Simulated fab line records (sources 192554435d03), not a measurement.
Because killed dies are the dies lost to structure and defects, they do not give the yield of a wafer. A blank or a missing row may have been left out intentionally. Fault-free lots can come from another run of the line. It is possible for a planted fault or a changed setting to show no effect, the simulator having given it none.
Chamber matching + flow n5Finfet + N5_BEOL_M9_STRIP_36 on rieDiel-06: 4 sister chambers
The step strips in N2/H2. 4 wafers are shown with their chamber, then 9 later ones without.

## WAFERS, EACH WITH ITS CHAMBER
| wafer  | chamber | showerheadPlenumPTorr (Torr) |
|--------|---------|------------------------------|
| L081.2 | 1       | 2.72                         |
| L083.5 | 2       | 2.59                         |
| L085.5 | 0       | 2.46                         |
| L085.6 | 3       | 2.41                         |

## WAFERS WITHOUT THEIR CHAMBER
| wafer  | showerheadPlenumPTorr (Torr) |
|--------|------------------------------|
| L087.2 | 2.72                         |
| L087.4 | 2.41                         |
| L087.6 | 2.72                         |
| L086.1 | 2.41                         |
| L086.2 | 2.46                         |
| L086.5 | 2.59                         |
| L091.2 | 2.46                         |
| L091.4 | 2.71                         |
| L091.6 | 2.71                         |

## CHAMBER TAKEN BY EACH
| wafer  | from the rows above | in truth |
|--------|---------------------|----------|
| L087.2 | 1                   | 1        |
| L087.4 | 3                   | 3        |
| L087.6 | 1                   | 1        |
| L086.1 | 3                   | 3        |
| L086.2 | 0                   | 0        |
| L086.5 | 2                   | 2        |
| L091.2 | 0                   | 0        |
| L091.4 | 1                   | 1        |
| L091.6 | 1                   | 1        |
9 of 9 placed correctly. Left unplaced by these rows: 0. 0 placed wrongly.
How it was worked out, from the rows above alone: a wafer's distance from a chamber is the root of the sum, over the readings, of the square of ((its reading less the chamber's mean) divided by the reading's scatter). The wafer belongs to the nearest chamber; if the next one is less than 2 further off, it can't be placed. Each chamber's mean is taken over the wafers shown for it. The scatter: root of mean squared gap, hidden wafer to nearest shown wafer, with one shown wafer a chamber.
